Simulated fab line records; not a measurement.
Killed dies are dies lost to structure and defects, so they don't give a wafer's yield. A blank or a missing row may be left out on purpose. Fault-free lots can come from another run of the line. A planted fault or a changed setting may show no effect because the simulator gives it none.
fab line records	flow n5_finfet	part 1 of 2: steps 1 to 22 of 29
[record] lots = 5	wafers = 15	last_day = 17
route steps=1938 shown FIN_SAQP@94
lots that met no fault: from a run of the same line without faults
start_h: start of the lot's first displayed wafer, in hours after the record's first day	wait_h: time in hours since the lot's previous step	" unchanged from the row above	L1.1+2: one row covering several wafers at once	- either no value or no given start	* or withheld: withheld	< > ~ a bound
route shown NAME@n: NAME is a module with steps in the file, n the number in the route of the first one	usual: mean and standard deviation over wafers with no fault	same: alike in all rows	chamber/n: place in a boat	sites: each site's reading	_std_site: standard deviation across them	_edge_site: the outer-site mean with the inner-site mean subtracted	radius_mm: how far each site lies from the wafer's centre	mask NAME#n: copy n	behind: tool/chamber where the wafer was last shaped	hold: what put the lot on hold/how long, in hours/how the hold closed	device: whichever transistor did not switch (one of n, p or np)	end of line: tests of these same wafers at the route's end	where a step has no rows: the recipe by itself	killed: dies that structure and defects cost at the first sort, which is not the same as the wafer's yield	map: shows each die of a wafer: x if killed, . if not, _ if none is there
set.NAME: the setting the step ran with; set.NAME@STEP: the setting that earlier step ran with	model.NAME: the simulator's own value behind a step, which no gauge read
lots seen at some steps along the route; tables by step, rows by wafer
services: a tool's chamber out of use, with start hour (start_h, from the record's first day; less than 0 if before it), hours out, and reason
[[steps]]
[step N5_FIN_SAQP_ALD_61]
[recipe] material = SiO2	target_thk_a = 40	temp_c = 300	ald_precursor_family = BDEAS	ald_co_reactant = O2-plasma	pulse_time_s = 1	purge_time_s = 2	co_reactant_purge_time_s = 2	ald_cycles = 43	pressure_torr = 2
[usual] heater_power_outer_w = 283/27	heater_power_w = 499/44	precursor_pulse_height_rel = 0.999/0.02
[same] pulse_time_s = 1
lot.wafer	tool	chamber	start_h	wait_h	heater_power_outer_w	heater_power_w	precursor_pulse_height_rel	since_wet_clean_h
L080.1	ald_sin-03	1	57.86	0.0	266	468	0.994	338
L080.3	"	0	"	"	269	501	1.007	338
L080.4	"	2	"	"	241	433	1.013	338
L086.2	ald_sin-04	2	94.48	2.2	315	577	0.999	284
L086.4	"	1	"	"	284	486	1.013	284
L086.6	"	0	"	"	299	458	0.976	-
L088.3	ald_sin-01	2	105.46	0.4	303	564	0.997	203
L088.4	"	0	"	"	318	534	1.015	203
L088.6	"	0	"	"	315	527	0.982	-
L095.2	ald_sin-01	0	147.11	0.0	322	530	1.025	245
L095.3	"	3	"	"	250	493	0.984	245
L095.5	"	3	"	"	253	493	0.969	-
L096.1	ald_sin-03	1	153.20	0.0	255	442	1.016	53
L096.3	"	3	"	"	268	471	1.004	53
L096.6	"	2	"	"	250	478	0.931	-
[step N5_FIN_SAQP_DENSIFY_62]
[recipe] temp_c = 700	time_s = 60	ambient = N2	idle_temp_c = 600	ramp_up_c_per_s = 150	ramp_down_c_per_s = 60	cool_to_c = 600
[usual] lamp_power_pct = 9.85/0.055	lamp_zone_5_pct = 9.845/0.0095	wafer_temp_C_max = 703.2/0.58
lot.wafer	tool	chamber	start_h	wait_h	lamp_power_pct	lamp_zone_5_pct	wafer_temp_C_max
L080.1	rtp_anneal-01	0	58.07	0.1	9.78	9.847	703.6
L080.3	"	0	"	"	9.87	9.854	703.1
L080.4	"	0	"	"	9.92	9.839	703.2
L086.2	rtp_anneal-01	0	94.71	0.1	9.89	9.857	703.0
L086.4	"	0	"	"	9.87	9.847	703.5
L086.6	"	0	"	"	9.89	9.854	702.3
L088.3	rtp_anneal-01	0	105.72	0.2	9.88	9.843	703.1
L088.4	"	0	"	"	9.75	9.846	703.2
L088.6	"	0	"	"	9.79	9.831	703.7
L095.2	rtp_anneal-01	0	147.34	0.1	9.84	9.844	702.9
L095.3	"	0	"	"	9.87	9.852	702.6
L095.5	"	0	"	"	9.74	9.850	704.0
L096.1	rtp_anneal-01	0	153.41	0.1	9.92	9.859	703.1
L096.3	"	0	"	"	9.77	9.842	703.9
L096.6	"	0	"	"	9.84	9.839	702.7
[step N5_FIN_SAQP_HM_DEP_03]
[recipe] material = SiNx	target_thk_a = 380	temp_c = 400	precursor = SiH4/NH3/N2	pressure_torr = 1.5	rf_w = 300	time_s = 33.6
[usual] heater_power_outer_w = 465/48	heater_power_w = 789/72	showerhead_plenum_p_Torr = 5.13/0.055	throttle_valve_pct = 39.6/1.7
lot.wafer	tool	chamber	start_h	wait_h	heater_power_outer_w	heater_power_w	showerhead_plenum_p_Torr	since_wet_clean_h	throttle_valve_pct
L080.1	pecvd-04	0	58.28	0.2	403	744	5.10	1125	40.4
L080.3	"	1	"	"	521	823	5.16	1850	38.3
L080.4	"	1	"	"	527	820	5.16	-	38.4
L086.2	pecvd-04	2	94.90	0.2	479	773	5.10	407	37.0
L086.4	"	1	"	"	581	877	5.17	-	38.2
L086.6	"	2	"	"	481	766	5.10	-	37.5
L088.3	pecvd-02	0	105.89	0.1	432	726	5.19	991	38.0
L088.4	"	2	"	"	454	751	5.04	-	41.5
L088.6	"	1	"	"	379	677	5.22	-	42.9
L095.2	pecvd-04	0	147.53	0.2	480	847	5.09	1214	40.8
L095.3	"	1	"	"	572	909	5.16	1939	38.4
L095.5	"	2	"	"	471	764	5.10	-	37.3
L096.1	pecvd-01	1	153.62	0.2	504	882	5.05	1401	40.0
L096.3	"	2	"	"	506	907	5.20	2126	41.0
L096.6	"	0	"	"	412	722	5.16	-	39.7
[step N5_FIN_SAQP_THK_MEAS_05]
[usual] thk_nm = 38.0/0.52
lot.wafer	tool	chamber	start_h	wait_h	thk_nm
L080.1	film_metro-02	-	58.37	0.1	37.4
L080.3	"	-	"	"	37.6
L080.4	"	-	"	"	38.4
L086.2	film_metro-01	-	94.98	0.1	37.5
L086.4	"	-	"	"	38.2
L086.6	"	-	"	"	38.4
L088.3	film_metro-02	-	105.97	0.1	38.4
L088.4	"	-	"	"	38.8
L088.6	"	-	"	"	38.6
L095.2	film_metro-02	-	147.61	0.1	38.0
L095.3	"	-	"	"	37.8
L095.5	"	-	"	"	38.5
L096.1	film_metro-02	-	153.71	0.1	37.9
L096.3	"	-	"	"	38.2
L096.6	"	-	"	"	38.2
[step N5_FIN_SAQP_PECVD_47]
[recipe] material = a-Si	target_thk_a = 450	temp_c = 400	precursor = SiH4/He	pressure_torr = 3	rf_w = 100	time_s = 36.3
[usual] heater_power_outer_w = 528/44	heater_power_w = 876/60	showerhead_plenum_p_Torr = 5.67/0.047	throttle_valve_pct = 18.2/0.79
lot.wafer	tool	chamber	start_h	wait_h	heater_power_outer_w	heater_power_w	showerhead_plenum_p_Torr	since_wet_clean_h	throttle_valve_pct
L080.1	pecvd-02	1	58.40	0.0	489	826	5.72	1669	19.4
L080.3	"	0	"	"	588	918	5.71	944	17.0
L080.4	"	0	"	"	608	914	5.72	-	17.3
L086.2	pecvd-04	1	95.02	0.0	543	879	5.69	1886	17.5
L086.4	"	0	"	"	482	849	5.64	-	18.4
L086.6	"	1	"	"	540	854	5.68	-	17.3
L088.3	pecvd-04	1	106.03	0.1	510	825	5.67	-	17.4
L088.4	"	0	"	"	477	889	5.63	-	18.4
L088.6	"	1	"	"	523	809	5.68	-	17.3
L095.2	pecvd-01	2	147.65	0.0	482	898	5.71	2120	19.0
L095.3	"	0	"	"	513	845	5.68	670	17.9
L095.5	"	1	"	"	564	961	5.60	-	18.2
L096.1	pecvd-04	0	153.75	0.0	460	802	5.63	1220	18.6
L096.3	"	1	"	"	611	977	5.68	1945	17.5
L096.6	"	1	"	"	616	972	5.69	-	17.4
[step N5_FIN_SAQP_PECVD_48]
[recipe] material = SiNx	target_thk_a = 250	temp_c = 400	precursor = SiH4/NH3/N2	pressure_torr = 1.5	rf_w = 300	time_s = 22.1
[usual] heater_power_outer_w = 476/50	heater_power_w = 806/70	showerhead_plenum_p_Torr = 5.14/0.062	throttle_valve_pct = 40.0/1.7
lot.wafer	tool	chamber	start_h	wait_h	heater_power_outer_w	heater_power_w	showerhead_plenum_p_Torr	since_wet_clean_h	throttle_valve_pct
L080.1	pecvd-02	1	58.45	0.0	476	809	5.21	1669	42.6
L080.3	"	0	"	"	538	824	5.21	944	37.5
L080.4	"	0	"	"	536	858	5.20	-	37.6
L086.2	pecvd-04	1	95.06	0.0	565	917	5.14	1886	38.6
L086.4	"	0	"	"	455	819	5.09	-	40.6
L086.6	"	1	"	"	579	885	5.16	-	38.4
L088.3	pecvd-04	1	106.09	0.0	561	884	5.17	-	38.3
L088.4	"	0	"	"	473	859	5.10	-	40.7
L088.6	"	1	"	"	563	875	5.15	-	38.4
L095.2	pecvd-01	2	147.69	0.0	504	904	5.19	2120	40.9
L095.3	"	0	"	"	483	761	5.18	670	39.8
L095.5	"	1	"	"	477	828	5.06	-	40.0
L096.1	pecvd-04	0	153.79	0.0	385	719	5.09	1220	40.6
L096.3	"	1	"	"	463	740	5.16	1945	38.4
L096.6	"	1	"	"	464	764	5.16	-	38.2
[step N5_FIN_SAQP_PECVD_06]
[recipe] material = a-Si	target_thk_a = 600	temp_c = 400	precursor = SiH4/He	pressure_torr = 3	rf_w = 100	time_s = 48.1
[usual] heater_power_outer_w = 532/48	heater_power_w = 879/66	showerhead_plenum_p_Torr = 5.67/0.048	throttle_valve_pct = 18.2/0.78
lot.wafer	tool	chamber	start_h	wait_h	heater_power_outer_w	heater_power_w	showerhead_plenum_p_Torr	since_wet_clean_h	throttle_valve_pct
L080.1	pecvd-02	1	58.49	0.0	453	764	5.72	1669	19.4
L080.3	"	0	"	"	543	858	5.70	944	17.0
L080.4	"	0	"	"	545	834	5.71	-	16.9
L086.2	pecvd-04	1	95.10	0.0	621	975	5.69	1886	17.6
L086.4	"	0	"	"	436	796	5.62	-	18.2
L086.6	"	1	"	"	641	958	5.68	-	17.7
L088.3	pecvd-04	1	106.16	0.0	598	934	5.69	-	17.4
L088.4	"	0	"	"	457	796	5.63	-	18.6
L088.6	"	1	"	"	602	915	5.69	-	17.4
L095.2	pecvd-01	2	147.73	0.0	523	949	5.69	2120	18.9
L095.3	"	0	"	"	463	752	5.69	670	18.1
L095.5	"	1	"	"	549	939	5.60	-	18.3
L096.1	pecvd-04	0	153.83	0.0	521	897	5.62	1220	18.2
L096.3	"	1	"	"	564	915	5.68	1945	17.9
L096.6	"	1	"	"	587	893	5.67	-	17.6
[step N5_FIN_SAQP_THK_MEAS_07]
[usual] thk_nm = 59.9/0.78
lot.wafer	tool	chamber	start_h	wait_h	thk_nm
L080.1	film_metro-01	-	58.59	0.1	59.4
L080.3	"	-	"	"	61.2
L080.4	"	-	"	"	61.1
L086.2	film_metro-02	-	95.19	0.1	59.9
L086.4	"	-	"	"	59.9
L086.6	"	-	"	"	60.6
L088.3	film_metro-02	-	106.25	0.1	61.0
L088.4	"	-	"	"	59.7
L088.6	"	-	"	"	61.0
L095.2	film_metro-01	-	147.82	0.1	58.9
L095.3	"	-	"	"	59.7
L095.5	"	-	"	"	59.1
L096.1	film_metro-02	-	153.92	0.1	58.8
L096.3	"	-	"	"	59.6
L096.6	"	-	"	"	60.7
[step N5_FIN_SAQP_HM_DEP_72]
[recipe] material = SiO2	target_thk_a = 120	temp_c = 400	precursor = SiH4/N2O	pressure_torr = 0.75	rf_w = 275	time_s = 7.2
[usual] heater_power_outer_w = 480/47	heater_power_w = 802/58	showerhead_plenum_p_Torr = 8.15/0.13
lot.wafer	tool	chamber	start_h	wait_h	heater_power_outer_w	heater_power_w	showerhead_plenum_p_Torr	since_wet_clean_h
L080.1	pecvd-02	1	58.62	0.0	392	686	8.30	1669
L080.3	"	2	"	"	495	815	7.98	190
L080.4	"	1	"	"	393	704	8.30	-
L086.2	pecvd-02	2	95.23	0.0	443	769	7.97	226
L086.4	"	1	"	"	491	816	8.29	-
L086.6	"	2	"	"	453	776	7.98	-
L088.3	pecvd-02	0	106.29	0.0	557	874	8.25	991
L088.4	"	0	"	"	558	867	8.27	-
L088.6	"	2	"	"	504	841	7.98	-
L095.2	pecvd-01	1	147.86	0.0	539	908	7.95	1395
L095.3	"	0	"	"	498	827	8.17	670
L095.5	"	2	"	"	487	870	8.28	-
L096.1	pecvd-01	1	153.95	0.0	469	829	7.97	1402
L096.3	"	0	"	"	499	826	8.20	677
L096.6	"	2	"	"	412	770	8.27	-
[step N5_FIN_SAQP_COAT_49]
[recipe] resist = SOC	temp_c = 250	time_s = 60	spin_rpm = 1500	resist_thk_nm = 100
lot.wafer	tool	chamber	start_h	wait_h
L080.1+3+4	litho_track-04	0	58.70	0.1
L086.2+4+6	litho_track-02	0	95.30	0.1
L088.3+4+6	litho_track-03	0	106.36	0.1
L095.2+3+5	litho_track-04	0	147.93	0.1
L096.1+3+6	litho_track-04	0	154.03	0.1
[step N5_FIN_SAQP_COAT_50]
[recipe] resist = SiARC	temp_c = 220	time_s = 60	spin_rpm = 1500	resist_thk_nm = 35
lot.wafer	tool	chamber	start_h	wait_h
L080.1+3+4	litho_track-04	0	-	-
L086.2+4+6	litho_track-02	0	-	-
L088.3+4+6	litho_track-03	0	-	-
L095.2+3+5	litho_track-04	0	-	-
L096.1+3+6	litho_track-04	0	-	-
[step N5_FIN_SAQP_COAT_10]
[recipe] resist = CAR-ArF	spin_rpm = 1500	resist_thk_nm = 90
lot.wafer	tool	chamber	start_h	wait_h
L080.1+3+4	litho_track-04	0	-	-
L086.2+4+6	litho_track-02	0	-	-
L088.3+4+6	litho_track-03	0	-	-
L095.2+3+5	litho_track-04	0	-	-
L096.1+3+6	litho_track-04	0	-	-
[step N5_FIN_SAQP_EBR_12]
[recipe] solvent = PGMEA	ebr_width_mm = 1.5
lot.wafer	tool	chamber	start_h	wait_h
L080.1+3+4	litho_track-04	0	-	-
L086.2+4+6	litho_track-02	0	-	-
L088.3+4+6	litho_track-03	0	-	-
L095.2+3+5	litho_track-04	0	-	-
L096.1+3+6	litho_track-04	0	-	-
[step N5_FIN_SAQP_SOFTBAKE_11]
[recipe] temp_c = 110	time_s = 60	resist = CAR-ArF
lot.wafer	tool	chamber	start_h	wait_h
L080.1+3+4	litho_track-04	0	-	-
L086.2+4+6	litho_track-02	0	-	-
L088.3+4+6	litho_track-03	0	-	-
L095.2+3+5	litho_track-04	0	-	-
L096.1+3+6	litho_track-04	0	-	-
[step N5_FIN_SAQP_EXPOSE_13]
[recipe] mask_id = FIN_CORE	na = 1.35	source_shape = dipole	sigma_inner = 0.538	sigma_outer = 0.738	polarization = te	target_cd_nm = 35.6	dose_mj = 63.25
[usual] exposure_dose_mJ_cm2 = 63.23/0.072	stage_vel_mm_s = 500.06/0.25
[same] dipole_opening_deg = 40
lot.wafer	tool	chamber	start_h	wait_h	mask	exposure_dose_mJ_cm2	stage_vel_mm_s
L080.1	arfi_scanner-03	0	58.94	-	FIN_CORE#0	63.17	500.04
L080.3	"	0	"	"	FIN_CORE#0	63.20	499.83
L080.4	"	0	"	"	FIN_CORE#0	63.17	500.17
L086.2	arfi_scanner-02	0	95.55	-	FIN_CORE#0	63.23	500.41
L086.4	"	0	"	"	FIN_CORE#0	63.29	499.79
L086.6	"	0	"	"	FIN_CORE#0	63.31	499.97
L088.3	arfi_scanner-01	0	106.49	-	FIN_CORE#0	63.29	500.17
L088.4	"	0	"	"	FIN_CORE#0	63.19	499.96
L088.6	"	0	"	"	FIN_CORE#0	63.15	500.16
L095.2	arfi_scanner-02	0	148.18	-	FIN_CORE#0	63.23	500.01
L095.3	"	0	"	"	FIN_CORE#0	63.17	499.81
L095.5	"	0	"	"	FIN_CORE#0	63.25	500.13
L096.1	arfi_scanner-03	0	154.27	-	FIN_CORE#0	63.26	499.52
L096.3	"	0	"	"	FIN_CORE#0	63.30	499.75
L096.6	"	0	"	"	FIN_CORE#0	63.20	499.75
[step N5_FIN_SAQP_PEB_14]
[recipe] peb_temp_c = withheld	peb_time_s = 60	resist = CAR-ArF
lot.wafer	tool	chamber	start_h	wait_h
L080.1+3+4	litho_track-02	0	59.00	0.1
L086.2+4+6	litho_track-04	0	95.61	0.0
L088.3+4+6	litho_track-03	0	106.54	0.0
L095.2+3+5	litho_track-03	0	148.24	0.0
L096.1+3+6	litho_track-02	0	154.33	0.1
[step N5_FIN_SAQP_DEVELOP_15]
[recipe] develop_time_s = 30	developer = TMAH	resist = CAR-ArF	dev_temp_c = 23	rinse_liquid = diw	dry = air_spin
lot.wafer	tool	chamber	start_h	wait_h
L080.1+3+4	litho_track-02	0	-	-
L086.2+4+6	litho_track-04	0	-	-
L088.3+4+6	litho_track-03	0	-	-
L095.2+3+5	litho_track-03	0	-	-
L096.1+3+6	litho_track-02	0	-	-
[step N5_FIN_SAQP_CD_MEAS_16]
[recipe] target_cd_nm = 35.6	landing_energy_ev = 500	detector = se_inlens
[usual] cd_nm = 35.7/0.32
lot.wafer	tool	chamber	start_h	wait_h	cd_nm
L080.1	cd_sem-03	0	59.07	-	35.3
L080.3	"	0	"	"	35.5
L080.4	"	0	"	"	35.8
L086.2	cd_sem-03	0	95.68	-	36.0
L086.4	"	0	"	"	35.5
L086.6	"	0	"	"	35.9
L088.3	cd_sem-03	0	106.62	-	35.9
L088.4	"	0	"	"	35.0
L088.6	"	0	"	"	35.6
L095.2	cd_sem-01	0	148.31	-	35.9
L095.3	"	0	"	"	36.1
L095.5	"	0	"	"	35.9
L096.1	cd_sem-01	0	154.40	-	35.8
L096.3	"	0	"	"	35.5
L096.6	"	0	"	"	35.7
[step N5_FIN_SAQP_OVL_MEAS_17]
[recipe] points_per_wafer = 44
[usual] FIN_CORE_OVL = 0.3/0.74
[same] points_per_wafer = 44
lot.wafer	tool	chamber	start_h	wait_h	FIN_CORE_OVL[nm]
L080.1	overlay-02	0	59.11	0.0	-0.5
L080.3	"	0	"	"	0.9
L080.4	"	0	"	"	0.1
L086.2	overlay-02	0	95.71	0.0	1.3
L086.4	"	0	"	"	0.7
L086.6	"	0	"	"	-0.9
L088.3	overlay-02	0	106.65	0.0	-0.3
L088.4	"	0	"	"	-0.4
L088.6	"	0	"	"	0.4
L095.2	overlay-01	0	148.34	0.0	-1.2
L095.3	"	0	"	"	-0.5
L095.5	"	0	"	"	0.2
L096.1	overlay-01	0	154.44	0.0	0.8
L096.3	"	0	"	"	0.4
L096.6	"	0	"	"	0.1
[step N5_FIN_SAQP_INSPECT_18]
[recipe] mode = adi	inspect_instrument = brightfield
[usual] raw_defect_count = 485/140
lot.wafer	tool	chamber	start_h	wait_h	raw_defect_count
L080.1	defect_inspect-02	-	59.14	0.0	808
L080.3	"	-	"	"	632
L080.4	"	-	"	"	731
L086.2	defect_inspect-02	-	95.74	0.0	472
L086.4	"	-	"	"	863
L086.6	"	-	"	"	682
L088.3	defect_inspect-01	-	106.68	0.0	408
L088.4	"	-	"	"	352
L088.6	"	-	"	"	244
L095.2	defect_inspect-02	-	148.37	0.0	443
L095.3	"	-	"	"	473
L095.5	"	-	"	"	630
L096.1	defect_inspect-02	-	154.46	0.0	446
L096.3	"	-	"	"	708
L096.6	"	-	"	"	583
[step N5_FIN_SAQP_DESCUM_21]
[recipe] chemistry = O2	time_s = 7.9	source_power_w = 50	bias_power_w = 20	pressure_mtorr = 20	rf_frequency_hz = 2.712e+07	temp_c = 40	resist = CAR-ArF	o2_flow_sccm = 225
[usual] drypump_motor_current_A = 5.8/0.43	o2_flow_sccm = 225.0/0.64	oes_product_au = 0.78/0.061	rf_vpp_V = 243.3/1	showerhead_plenum_p_Torr = 2.11/0.054	throttle_valve_pct = 20.47/0.25
lot.wafer	tool	chamber	start_h	wait_h	drypump_motor_current_A	o2_flow_sccm	oes_product_au	rf_hours_counter_h	rf_vpp_V	showerhead_plenum_p_Torr	throttle_valve_pct
L080.1	rie_diel-02	3	59.20	0.1	5.2	224.6	0.76	149	243.6	2.11	20.27
L080.3	"	1	"	"	5.8	224.2	0.80	118	243.1	2.10	20.53
L080.4	"	3	"	"	5.2	224.4	0.75	-	243.0	2.11	20.28
L086.2	rie_diel-02	1	95.77	0.0	5.8	225.0	0.78	127	242.7	2.10	20.55
L086.4	"	3	"	"	5.2	224.7	0.73	-	242.1	2.10	20.29
L086.6	"	1	"	"	5.8	224.9	0.79	-	242.3	2.10	20.56
L088.3	rie_diel-04	0	106.99	0.3	5.3	224.7	0.72	179	243.7	2.07	20.32
L088.4	"	2	"	"	5.9	225.2	0.83	70	243.4	2.11	20.00
L088.6	"	3	"	"	5.6	225.7	0.70	-	243.3	2.16	20.81
L095.2	rie_diel-02	1	148.40	0.0	5.9	225.3	0.77	147	242.9	2.09	20.57
L095.3	"	3	"	"	5.2	225.4	0.72	184	241.9	2.09	20.33
L095.5	"	2	"	"	6.6	224.1	0.77	-	244.5	2.18	20.83
L096.1	rie_diel-04	1	154.65	0.2	5.5	225.1	0.82	76	243.0	2.11	20.50
L096.3	"	2	"	"	6.0	225.4	0.80	88	243.5	2.10	20.04
L096.6	"	3	"	"	5.6	225.7	0.69	-	244.8	2.16	20.85
[step N5_FIN_SAQP_ETCH_51]
[recipe] chemistry = CF4	target = SiARC	target_depth_a = 455	mask_material = CAR-ArF	time_s = 75.8	ion_energy_ev = 80	pressure_mtorr = 40	source_w = 545	bias_w = 36	Ar_flow_sccm = 100	cf4_flow_sccm = 100	ends = cleared
[usual] drypump_motor_current_A = 5.8/0.43	etch_rf_on_time_s = 76.1/1.7	oes_product_au = 0.66/0.053	rf_vpp_V = 184.3/1	showerhead_plenum_p_Torr = 2.16/0.055	throttle_valve_pct = 15.66/0.24
lot.wafer	tool	chamber	start_h	wait_h	drypump_motor_current_A	etch_rf_on_time_s	oes_product_au	rf_hours_counter_h	rf_vpp_V	showerhead_plenum_p_Torr	throttle_valve_pct
L080.1	rie_diel-02	3	59.24	0.0	5.2	76.7	0.63	149	184.6	2.16	15.52
L080.3	"	1	"	"	5.8	74.6	0.69	118	183.3	2.15	15.68
L080.4	"	3	"	"	5.2	75.9	0.63	-	184.2	2.16	15.53
L086.2	rie_diel-02	1	95.81	0.0	5.8	73.4	0.68	127	184.1	2.15	15.70
L086.4	"	3	"	"	5.2	76.2	0.62	-	184.0	2.16	15.56
L086.6	"	1	"	"	5.8	73.2	0.69	-	185.1	2.15	15.70
L088.3	rie_diel-04	0	107.02	0.0	5.4	74.6	0.63	179	184.6	2.13	15.57
L088.4	"	2	"	"	6.0	78.0	0.69	70	184.9	2.16	15.26
L088.6	"	3	"	"	5.6	74.4	0.60	-	184.9	2.21	16.08
L095.2	rie_diel-02	1	148.44	0.0	5.8	75.3	0.67	147	184.7	2.14	15.72
L095.3	"	3	"	"	5.2	77.2	0.61	184	183.3	2.15	15.60
L095.5	"	2	"	"	6.6	75.8	0.65	-	185.5	2.23	16.00
L096.1	rie_diel-04	1	154.69	0.0	5.6	73.3	0.72	76	183.5	2.16	15.67
L096.3	"	2	"	"	5.9	76.7	0.68	88	184.5	2.16	15.30
L096.6	"	3	"	"	5.6	73.3	0.60	-	182.2	2.21	16.11
